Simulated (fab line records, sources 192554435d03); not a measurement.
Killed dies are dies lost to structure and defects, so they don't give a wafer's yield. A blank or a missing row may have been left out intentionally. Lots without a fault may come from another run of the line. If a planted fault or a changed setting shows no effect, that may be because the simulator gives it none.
fab line records	flow n5_finfet	part 1 of 2: steps 1 to 27 of 36
[record] lots = 5	wafers = 15	last_day = 21
route steps=1938 shown BEOL_M11@1601 BEOL_M12@1602
lots that met no fault: from a run of the same line without faults
start_h: hours from the record's first day to the start of the lot's first wafer shown	wait_h: hours from the lot's prior step to this one	" the same as in the row above	L1.1+2: a single row standing in for several wafers	- no value, or no start given	* or withheld: withheld	< > ~ a bound
route shown NAME@n: a module of which the file shows steps, and the number in the route of the first	usual: mean and standard deviation over wafers with no fault	same: alike in all rows	chamber/n: place in a boat	sites: the reading at each site	_std_site: the values' standard deviation	_edge_site: the outer-site mean with the inner-site mean subtracted	radius_mm: how far each site lies from the wafer's centre	mask NAME#n: copy n	behind: the tool/chamber that last shaped the wafer	hold: why the lot was held/for how many hours/how that ended	device: which transistor (n, p or np) failed to switch	end of line: the same wafers' tests at the end of the route	step lacking rows: just its recipe	killed: count of dies lost to structure and defects at first sort (not the wafer's yield)	map: a wafer's dies, marking killed ones x, the rest . and places with no die _
set.NAME: the setting as run; set.NAME@STEP: as run at that earlier step	model.NAME: the simulator's own value behind a step, which no gauge read
lots at selected steps of the route; one table per step, one row per wafer
services: a tool's chamber out of use, with start hour (start_h, from the record's first day; less than 0 if before it), hours out, and reason
[[steps]]
[step N5_BEOL_M11_INSPECT_58]
[recipe] inspect_instrument = darkfield	mode = post_dep
[usual] raw_defect_count = 67/20
lot.wafer	tool	chamber	start_h	wait_h	raw_defect_count
L078.1	defect_inspect-02	-	343.01	0.0	68
L078.3	"	-	"	"	90
L078.6	"	-	"	"	48
L082.1	defect_inspect-01	-	359.28	0.0	96
L082.2	"	-	"	"	49
L082.5	"	-	"	"	54
L086.1	defect_inspect-01	-	386.61	0.0	58
L086.5	"	-	"	"	47
L086.6	"	-	"	"	90
L087.3	defect_inspect-02	-	426.01	0.0	84
L087.4	"	-	"	"	155
L087.5	"	-	"	"	125
L097.1	defect_inspect-01	-	463.13	0.0	39
L097.2	"	-	"	"	54
L097.3	"	-	"	"	54
[step N5_BEOL_M12_ILD_DEP_00]
[recipe] material = SiOC	target_thk_a = 6589.2	temp_c = 350	precursor = DEMS/O2	pressure_torr = 5	rf_w = 500	time_s = 130.7
[usual] heater_power_w = 500/54	showerhead_plenum_p_Torr = 5.693/0.011	throttle_valve_pct = 12.1/0.98
[same] time_s = 130.7
lot.wafer	tool	chamber	start_h	wait_h	heater_power_w	showerhead_plenum_p_Torr	throttle_valve_pct
L078.1	pecvd-02	1	343.05	0.0	521	5.703	12.4
L078.3	"	0	"	"	427	5.683	11.4
L078.6	"	1	"	"	568	5.725	12.1
L082.1	pecvd-02	2	359.32	0.0	598	5.677	11.2
L082.2	"	1	"	"	547	5.705	12.0
L082.5	"	0	"	"	433	5.684	11.4
L086.1	pecvd-04	2	386.65	0.0	511	5.680	11.1
L086.5	"	1	"	"	478	5.699	13.6
L086.6	"	0	"	"	540	5.698	13.0
L087.3	pecvd-04	1	426.04	0.0	491	5.714	13.6
L087.4	"	1	"	"	499	5.690	13.7
L087.5	"	2	"	"	528	5.687	11.0
L097.1	pecvd-02	2	463.17	0.0	546	5.690	11.3
L097.2	"	0	"	"	452	5.693	11.7
L097.3	"	1	"	"	488	5.702	11.4
[step N5_BEOL_M12_THK_MEAS_01]
[recipe] reads = SiOC_of_BEOL_M12_ILD_DEP_00
[usual] M12_ILD_THK = 656/11
lot.wafer	tool	chamber	start_h	wait_h	M12_ILD_THK[nm]
L078.1	film_metro-02	-	343.18	0.1	654
L078.3	"	-	"	"	648
L078.6	"	-	"	"	661
L082.1	film_metro-02	-	359.45	0.1	668
L082.2	"	-	"	"	648
L082.5	"	-	"	"	651
L086.1	film_metro-01	-	386.78	0.1	635
L086.5	"	-	"	"	663
L086.6	"	-	"	"	664
L087.3	film_metro-01	-	426.18	0.1	649
L087.4	"	-	"	"	662
L087.5	"	-	"	"	639
L097.1	film_metro-02	-	463.30	0.1	654
L097.2	"	-	"	"	636
L097.3	"	-	"	"	648
[step N5_BEOL_M12_COAT_58]
[recipe] resist = BARC	temp_c = 205	time_s = 60	spin_rpm = 1500	resist_thk_nm = 89
[same] time_s = 60
lot.wafer	tool	chamber	start_h	wait_h
L078.1+3+6	litho_track-05	0	343.21	0.0
L082.1+2+5	litho_track-02	0	359.48	0.0
L086.1+5+6	litho_track-05	0	386.81	0.0
L087.3+4+5	litho_track-02	0	426.21	0.0
L097.1+2+3	litho_track-02	0	463.33	0.0
[step N5_BEOL_M12_COAT_04]
[recipe] spin_rpm = 1625	resist_thk_nm = 400
lot.wafer	tool	chamber	start_h	wait_h
L078.1+3+6	litho_track-05	0	-	-
L082.1+2+5	litho_track-02	0	-	-
L086.1+5+6	litho_track-05	0	-	-
L087.3+4+5	litho_track-02	0	-	-
L097.1+2+3	litho_track-02	0	-	-
[step N5_BEOL_M12_EBR_06]
[recipe] solvent = PGMEA	ebr_width_mm = 1.5
lot.wafer	tool	chamber	start_h	wait_h
L078.1+3+6	litho_track-05	0	-	-
L082.1+2+5	litho_track-02	0	-	-
L086.1+5+6	litho_track-05	0	-	-
L087.3+4+5	litho_track-02	0	-	-
L097.1+2+3	litho_track-02	0	-	-
[step N5_BEOL_M12_SOFTBAKE_05]
[recipe] temp_c = 130	time_s = 60
[same] time_s = 60
lot.wafer	tool	chamber	start_h	wait_h
L078.1+3+6	litho_track-05	0	-	-
L082.1+2+5	litho_track-02	0	-	-
L086.1+5+6	litho_track-05	0	-	-
L087.3+4+5	litho_track-02	0	-	-
L097.1+2+3	litho_track-02	0	-	-
[step N5_BEOL_M12_EXPOSE_07]
[recipe] mask_id = V11	na = 0.93	source_shape = conventional	sigma_outer = 0.6	polarization = unpolarized	attpsm_phase_deg = 180	dose_mj = 32.5
lot.wafer	tool	chamber	start_h	wait_h	mask
L078.1+3+6	krf_scanner-01	0	343.31	-	V11#0
L082.1+2+5	krf_scanner-02	0	359.58	-	V11#0
L086.1+5+6	krf_scanner-01	0	387.04	-	V11#0
L087.3+4+5	krf_scanner-01	0	426.44	-	V11#0
L097.1+2+3	krf_scanner-02	0	463.43	-	V11#0
[step N5_BEOL_M12_PEB_08]
[recipe] peb_temp_c = 130	peb_time_s = 90
lot.wafer	tool	chamber	start_h	wait_h
L078.1+3+6	litho_track-02	0	343.36	0.1
L082.1+2+5	litho_track-04	0	359.64	0.1
L086.1+5+6	litho_track-02	0	387.10	0.1
L087.3+4+5	litho_track-02	0	426.49	0.0
L097.1+2+3	litho_track-02	0	463.49	0.1
[step N5_BEOL_M12_DEVELOP_09]
[recipe] develop_time_s = 45	rinse_liquid = diw	dry = air_spin	dev_temp_c = 21
lot.wafer	tool	chamber	start_h	wait_h
L078.1+3+6	litho_track-02	0	-	-
L082.1+2+5	litho_track-04	0	-	-
L086.1+5+6	litho_track-02	0	-	-
L087.3+4+5	litho_track-02	0	-	-
L097.1+2+3	litho_track-02	0	-	-
[step N5_BEOL_M12_HARDBAKE_14]
[recipe] temp_c = 130	time_s = 120
[same] time_s = 120
lot.wafer	tool	chamber	start_h	wait_h
L078.1+3+6	litho_track-02	0	-	-
L082.1+2+5	litho_track-04	0	-	-
L086.1+5+6	litho_track-02	0	-	-
L087.3+4+5	litho_track-02	0	-	-
L097.1+2+3	litho_track-02	0	-	-
[step N5_BEOL_M12_CD_MEAS_10]
[recipe] target_cd_nm = 140	landing_energy_ev = 500	detector = se_inlens	polarity = opening
[usual] cd_nm = 139.1/1.7
lot.wafer	tool	chamber	start_h	wait_h	cd_nm
L078.1	cd_sem-03	0	343.48	-	137.2
L078.3	"	0	"	"	137.2
L078.6	"	0	"	"	138.7
L082.1	cd_sem-02	0	359.75	-	138.3
L082.2	"	0	"	"	137.0
L082.5	"	0	"	"	138.2
L086.1	cd_sem-03	0	387.21	-	139.0
L086.5	"	0	"	"	138.2
L086.6	"	0	"	"	137.2
L087.3	cd_sem-02	0	426.61	-	141.0
L087.4	"	0	"	"	141.7
L087.5	"	0	"	"	140.8
L097.1	cd_sem-02	0	463.60	-	138.4
L097.2	"	0	"	"	138.7
L097.3	"	0	"	"	138.4
[step N5_BEOL_M12_OVL_MEAS_11]
[recipe] points_per_wafer = 44
[usual] V11_OVL = 0/6.2
lot.wafer	tool	chamber	start_h	wait_h	V11_OVL[nm]
L078.1	overlay-01	0	343.51	0.0	-15
L078.3	"	0	"	"	-14
L078.6	"	0	"	"	-6
L082.1	overlay-02	0	359.78	0.0	-1
L082.2	"	0	"	"	4
L082.5	"	0	"	"	8
L086.1	overlay-02	0	387.24	0.0	4
L086.5	"	0	"	"	5
L086.6	"	0	"	"	-6
L087.3	overlay-02	0	426.63	0.0	-10
L087.4	"	0	"	"	-5
L087.5	"	0	"	"	-14
L097.1	overlay-02	0	463.63	0.0	4
L097.2	"	0	"	"	4
L097.3	"	0	"	"	0
[step N5_BEOL_M12_INSPECT_12]
[recipe] mode = adi	inspect_instrument = macro
[usual] raw_defect_count = 1.9/1.4
lot.wafer	tool	chamber	start_h	wait_h	raw_defect_count
L078.1	defect_inspect-02	-	343.53	0.0	4
L078.3	"	-	"	"	1
L078.6	"	-	"	"	1
L082.1	defect_inspect-02	-	359.80	0.0	1
L082.2	"	-	"	"	1
L082.5	"	-	"	"	1
L086.1	defect_inspect-01	-	387.26	0.0	0
L086.5	"	-	"	"	1
L086.6	"	-	"	"	2
L087.3	defect_inspect-02	-	426.66	0.0	2
L087.4	"	-	"	"	4
L087.5	"	-	"	"	4
L097.1	defect_inspect-01	-	463.65	0.0	2
L097.2	"	-	"	"	2
L097.3	"	-	"	"	2
[step N5_BEOL_M12_DESCUM_15]
[recipe] chemistry = O2	time_s = 7.9	source_power_w = 50	bias_power_w = 20	pressure_mtorr = 20	rf_frequency_hz = 2.712e+07	temp_c = 40	o2_flow_sccm = 225
[usual] drypump_motor_current_A = 5.69/0.17	oes_product_au = 0.78/0.077	rf_vpp_V = 242.7/1.4	showerhead_plenum_p_Torr = 2.05/0.067	temp_c = 40.01/0.11	throttle_valve_pct = 20.4/0.31
[same] time_s = 7.9
lot.wafer	tool	chamber	start_h	wait_h	drypump_motor_current_A	oes_product_au	rf_hours_counter_h	rf_vpp_V	showerhead_plenum_p_Torr	temp_c	throttle_valve_pct
L078.1	rie_diel-01	3	343.57	0.0	5.84	0.86	43	243.2	2.02	39.84	19.9
L078.3	"	2	"	"	5.64	0.70	220	243.7	2.06	39.86	20.9
L078.6	"	0	"	"	5.75	0.77	-	241.1	2.00	40.02	20.4
L082.1	rie_diel-01	1	359.84	0.0	5.55	0.78	131	244.4	2.16	40.22	20.4
L082.2	"	2	"	"	5.64	0.70	225	243.7	2.06	39.90	20.9
L082.5	"	2	"	"	5.64	0.71	-	243.6	2.06	39.83	20.9
L086.1	rie_diel-01	0	387.30	0.0	5.76	0.76	161	240.3	1.99	40.03	20.4
L086.5	"	3	"	"	5.85	0.85	-	240.8	2.02	39.90	19.9
L086.6	"	2	"	"	5.63	0.69	-	242.2	2.06	40.05	20.9
L087.3	rie_diel-01	1	426.91	0.2	5.55	0.76	152	244.8	2.15	40.10	20.4
L087.4	"	0	"	"	5.71	0.75	-	240.7	1.99	39.93	20.4
L087.5	"	3	"	"	5.85	0.83	-	242.1	2.01	40.07	19.9
L097.1	rie_diel-04	3	463.69	0.0	5.21	0.67	250	243.9	2.15	40.18	21.0
L097.2	"	2	"	"	5.41	0.83	75	244.0	2.13	40.14	20.3
L097.3	"	0	"	"	5.84	0.80	107	242.6	2.04	39.95	20.8
[step N5_BEOL_M12_ETCH_59]
[recipe] chemistry = N2/H2	target = BARC	target_depth_a = 890	overetch_a = 267	time_s = 67.9	ion_energy_ev = 200	pressure_mtorr = 30	source_w = 840	bias_w = 150	n2_flow_sccm = 200	h2_flow_sccm = 200
[usual] drypump_motor_current_A = 5.70/0.16	oes_product_au = 0.67/0.06	rf_vpp_V = 522.9/2.4	showerhead_plenum_p_Torr = 2.51/0.087	throttle_valve_pct = 17.9/0.31
[same] time_s = 67.9
lot.wafer	tool	chamber	start_h	wait_h	drypump_motor_current_A	oes_product_au	rf_hours_counter_h	rf_vpp_V	showerhead_plenum_p_Torr	throttle_valve_pct
L078.1	rie_diel-01	3	343.61	0.0	5.87	0.74	43	521.3	2.49	17.6
L078.3	"	2	"	"	5.64	0.61	220	522.1	2.52	18.5
L078.6	"	0	"	"	5.78	0.66	-	519.2	2.44	17.9
L082.1	rie_diel-01	1	359.87	0.0	5.55	0.66	131	527.7	2.65	18.1
L082.2	"	2	"	"	5.64	0.61	225	523.6	2.52	18.5
L082.5	"	2	"	"	5.65	0.61	-	522.1	2.52	18.5
L086.1	rie_diel-01	0	387.33	0.0	5.80	0.65	161	521.7	2.44	17.9
L086.5	"	3	"	"	5.86	0.73	-	522.1	2.48	17.6
L086.6	"	2	"	"	5.63	0.60	-	523.0	2.52	18.5
L087.3	rie_diel-01	1	426.94	0.0	5.55	0.65	152	526.1	2.64	18.1
L087.4	"	0	"	"	5.73	0.65	-	521.3	2.43	18.0
L087.5	"	3	"	"	5.84	0.71	-	521.6	2.47	17.6
L097.1	rie_diel-04	3	463.72	0.0	5.24	0.59	250	526.8	2.61	18.4
L097.2	"	2	"	"	5.41	0.72	75	523.4	2.59	17.9
L097.3	"	0	"	"	5.84	0.68	107	521.5	2.44	17.9
[step N5_BEOL_M12_VIA_ETCH_16]
[recipe] chemistry = C4F8/O2/Ar	target = SiOC	pressure_mtorr = 30	source_w = 3000	bias_w = 700	Ar_flow_sccm = 400	C4F8_flow_sccm = 15	O2_flow_sccm = 8	he_inner_torr = 15	he_outer_torr = 30	target_depth_a = 7248	time_s = withheld	ion_energy_ev = 250	ends = cleared
[usual] drypump_motor_current_A = 5.70/0.17	oes_product_au = 0.71/0.069	rf_vpp_V = 664.3/2.9	showerhead_plenum_p_Torr = 3.37/0.1	throttle_valve_pct = 24.2/0.3
lot.wafer	tool	chamber	start_h	wait_h	drypump_motor_current_A	oes_product_au	rf_vpp_V	showerhead_plenum_p_Torr	throttle_valve_pct
L078.1	rie_diel-01	3	343.66	0.0	5.87	0.79	662.6	3.33	23.8
L078.3	"	2	"	"	5.63	0.64	664.5	3.39	24.7
L078.6	"	0	"	"	5.75	0.70	661.1	3.30	24.2
L082.1	rie_diel-01	1	359.93	0.0	5.58	0.70	669.3	3.56	24.3
L082.2	"	2	"	"	5.66	0.63	665.4	3.38	24.7
L082.5	"	2	"	"	5.63	0.64	663.3	3.38	24.7
L086.1	rie_diel-01	0	387.39	0.0	5.75	0.70	661.3	3.29	24.3
L086.5	"	3	"	"	5.87	0.77	663.8	3.32	23.8
L086.6	"	2	"	"	5.64	0.63	664.8	3.38	24.7
L087.3	rie_diel-01	1	426.99	0.0	5.53	0.68	670.0	3.54	24.4
L087.4	"	0	"	"	5.74	0.68	661.6	3.28	24.3
L087.5	"	3	"	"	5.87	0.76	664.3	3.31	23.8
L097.1	rie_diel-04	3	463.78	0.0	5.22	0.61	669.0	3.45	24.5
L097.2	"	2	"	"	5.44	0.76	665.8	3.46	24.1
L097.3	"	0	"	"	5.87	0.72	662.7	3.29	24.3
[step N5_BEOL_M12_STRIP_63]
[recipe] chemistry = N2/H2	power_w = 1000	temp_c = 250	h2_frac = 0.65	overash_fraction = 0.3	pressure_mtorr = 1000	n2_flow_sccm = 1750	h2_flow_sccm = 3250
[usual] drypump_motor_current_A = 6.2/0.33	heater_power_w = 302/16	oes_product_au = 0.694/0.0045	strip_time_to_endpoint_s = 43.2/1.1	temp_c = 250.02/0.18
lot.wafer	tool	chamber	start_h	wait_h	drypump_motor_current_A	heater_power_w	oes_product_au	rf_hours_counter_h	strip_time_to_endpoint_s	temp_c
L078.1	plasma_asher-01	0	343.86	-	6.6	305	0.698	143	43.3	249.99
L078.3	"	0	"	"	6.6	304	0.692	-	44.7	250.04
L078.6	"	0	"	"	6.6	307	0.689	-	42.2	250.09
L082.1	plasma_asher-02	1	360.12	-	6.4	293	0.693	88	42.2	250.23
L082.2	"	0	"	"	5.9	282	0.697	88	45.4	249.72
L082.5	"	0	"	"	5.9	291	0.696	-	44.6	249.84
L086.1	plasma_asher-02	0	387.59	-	5.9	286	0.694	92	44.0	250.31
L086.5	"	1	"	"	6.3	288	0.694	-	42.1	249.98
L086.6	"	0	"	"	5.9	286	0.693	-	43.3	250.16
L087.3	plasma_asher-02	1	427.21	-	6.3	298	0.700	-	44.0	250.16
L087.4	"	0	"	"	5.9	290	0.695	-	42.1	250.28
L087.5	"	1	"	"	6.3	288	0.698	-	44.9	250.03
L097.1	plasma_asher-01	0	463.97	-	6.6	303	0.696	168	44.7	250.04
L097.2	"	1	"	"	5.7	324	0.691	168	44.5	250.18
L097.3	"	1	"	"	5.7	327	0.692	-	43.2	249.87
[step N5_BEOL_M12_STRIP_64]
[recipe] chemistry = N2/H2	power_w = 1000	temp_c = 250	h2_frac = 0.65	overash_fraction = 0.3	pressure_mtorr = withheld	n2_flow_sccm = 1750	h2_flow_sccm = 3250
[usual] drypump_motor_current_A = 6.2/0.33	heater_power_w = 302/15	oes_product_au = 0.714/0.0047	strip_time_to_endpoint_s = 31.36/0.071	temp_c = 249.97/0.18
lot.wafer	tool	chamber	start_h	wait_h	drypump_motor_current_A	heater_power_w	oes_product_au	rf_hours_counter_h	strip_time_to_endpoint_s	temp_c
L078.1	plasma_asher-01	0	343.92	0.0	6.6	305	0.717	143	31.36	250.02
L078.3	"	0	"	"	6.6	304	0.702	-	31.36	249.84
L078.6	"	0	"	"	6.6	305	0.712	-	31.42	250.24
L082.1	plasma_asher-02	1	360.18	0.0	6.3	286	0.716	88	31.43	249.96
L082.2	"	0	"	"	5.9	288	0.718	88	31.46	249.70
L082.5	"	0	"	"	5.9	291	0.716	-	31.46	249.92
L086.1	plasma_asher-02	0	387.65	0.0	5.9	287	0.713	92	31.41	249.90
L086.5	"	1	"	"	6.4	294	0.708	-	31.35	249.65
L086.6	"	0	"	"	5.9	291	0.713	-	31.45	249.93
L087.3	plasma_asher-02	1	427.27	0.0	6.3	291	0.716	-	31.38	250.17
L087.4	"	0	"	"	5.9	285	0.708	-	31.37	250.02
L087.5	"	1	"	"	6.4	294	0.713	-	31.40	249.94
L097.1	plasma_asher-01	0	464.03	0.0	6.6	310	0.711	168	31.31	250.05
L097.2	"	1	"	"	5.7	322	0.712	168	31.40	249.84
L097.3	"	1	"	"	5.7	331	0.716	-	31.37	249.79
[step N5_BEOL_M12_STRIP_71]
[recipe] chemistry = post_etch_residue_remover	time_s = 60	temp_c = 25	remover_ph = withheld	remover_water_wt_pct = withheld	remover_fluoride_wt_pct = withheld
[usual] temp_c = 25.00/0.1
[same] time_s = 60
lot.wafer	tool	chamber	start_h	wait_h	temp_c
L078.1	wet_bench-02	3	344.01	0.1	24.92
L078.3	"	5	"	"	24.93
L078.6	"	4	"	"	24.82
L082.1	wet_bench-03	6	360.27	0.1	25.02
L082.2	"	1	"	"	25.19
L082.5	"	0	"	"	24.97
L086.1	wet_bench-03	3	387.73	0.1	25.13
L086.5	"	4	"	"	25.12
L086.6	"	2	"	"	24.92
L087.3	wet_bench-01	6	427.34	0.0	25.10
L087.4	"	2	"	"	25.03
L087.5	"	3	"	"	24.86
L097.1	wet_bench-03	7	464.12	0.1	24.98
L097.2	"	0	"	"	24.70
L097.3	"	4	"	"	24.92
[step N5_BEOL_M12_SRD_72]
[recipe] time_s = 30	temp_c = 23	rinse_liquid = diw	dry = n2_spin	spin_rpm = 1500	dry_time_s = 30
[usual] spin_rpm = 1500.1/0.73	temp_c = 22.99/0.12
[same] time_s = 30
lot.wafer	tool	chamber	start_h	wait_h	spin_rpm	temp_c
L078.1	wet_bench-02	3	344.03	0.0	1501.1	22.90
L078.3	"	5	"	"	1500.7	22.85
L078.6	"	4	"	"	1500.8	22.99
L082.1	wet_bench-03	6	360.29	0.0	1500.0	22.86
L082.2	"	1	"	"	1500.7	23.08
L082.5	"	0	"	"	1502.1	22.86
L086.1	wet_bench-03	3	387.75	0.0	1501.6	23.27
L086.5	"	4	"	"	1499.3	23.17
L086.6	"	2	"	"	1499.7	22.84
L087.3	wet_bench-01	6	427.36	0.0	1500.0	22.83
L087.4	"	2	"	"	1499.1	22.93
L087.5	"	3	"	"	1500.4	22.98
L097.1	wet_bench-03	7	464.14	0.0	1499.8	23.21
L097.2	"	0	"	"	1500.1	22.96
L097.3	"	4	"	"	1499.9	23.09
[step N5_BEOL_M12_CD_MEAS_17]
[recipe] target_cd_nm = 140	polarity = opening
[usual] cd_nm = 139.2/2.2
lot.wafer	tool	chamber	start_h	wait_h	cd_nm
L078.1	cd_sem-03	-	344.07	0.0	135.0
L078.3	"	-	"	"	137.2
L078.6	"	-	"	"	140.0
L082.1	cd_sem-03	-	360.33	0.0	138.2
L082.2	"	-	"	"	136.9
L082.5	"	-	"	"	137.3
L086.1	cd_sem-02	-	387.79	0.0	140.8
L086.5	"	-	"	"	136.2
L086.6	"	-	"	"	137.2
L087.3	cd_sem-03	-	427.40	0.0	141.7
L087.4	"	-	"	"	143.1
L087.5	"	-	"	"	137.6
L097.1	cd_sem-01	-	464.18	0.0	138.9
L097.2	"	-	"	"	141.3
L097.3	"	-	"	"	139.5
[step N5_BEOL_M12_COAT_65]
[recipe] resist = SOC	temp_c = 250	time_s = 60	spin_rpm = 1500	resist_thk_nm = 300
[same] time_s = 60
lot.wafer	tool	chamber	start_h	wait_h
L078.1+3+6	litho_track-05	0	344.11	0.0
L082.1+2+5	litho_track-05	0	360.37	0.0
L086.1+5+6	litho_track-05	0	387.83	0.0
L087.3+4+5	litho_track-05	0	427.44	0.0
L097.1+2+3	litho_track-05	0	464.22	0.0
[step N5_BEOL_M12_COAT_66]
[recipe] resist = SiARC	temp_c = 220	time_s = 60	spin_rpm = 1500	resist_thk_nm = 110
[same] time_s = 60
lot.wafer	tool	chamber	start_h	wait_h
L078.1+3+6	litho_track-05	0	-	-
L082.1+2+5	litho_track-05	0	-	-
L086.1+5+6	litho_track-05	0	-	-
L087.3+4+5	litho_track-05	0	-	-
L097.1+2+3	litho_track-05	0	-	-
[step N5_BEOL_M12_COAT_22]
[recipe] spin_rpm = 2888	resist_thk_nm = 300
lot.wafer	tool	chamber	start_h	wait_h
L078.1+3+6	litho_track-05	0	-	-
L082.1+2+5	litho_track-05	0	-	-
L086.1+5+6	litho_track-05	0	-	-
L087.3+4+5	litho_track-05	0	-	-
L097.1+2+3	litho_track-05	0	-	-
[step N5_BEOL_M12_EBR_24]
[recipe] solvent = PGMEA	ebr_width_mm = 1.5
lot.wafer	tool	chamber	start_h	wait_h
L078.1+3+6	litho_track-05	0	-	-
L082.1+2+5	litho_track-05	0	-	-
L086.1+5+6	litho_track-05	0	-	-
L087.3+4+5	litho_track-05	0	-	-
L097.1+2+3	litho_track-05	0	-	-
[step N5_BEOL_M12_SOFTBAKE_23]
[recipe] temp_c = 130	time_s = 60
[same] time_s = 60
lot.wafer	tool	chamber	start_h	wait_h
L078.1+3+6	litho_track-05	0	-	-
L082.1+2+5	litho_track-05	0	-	-
L086.1+5+6	litho_track-05	0	-	-
L087.3+4+5	litho_track-05	0	-	-
L097.1+2+3	litho_track-05	0	-	-
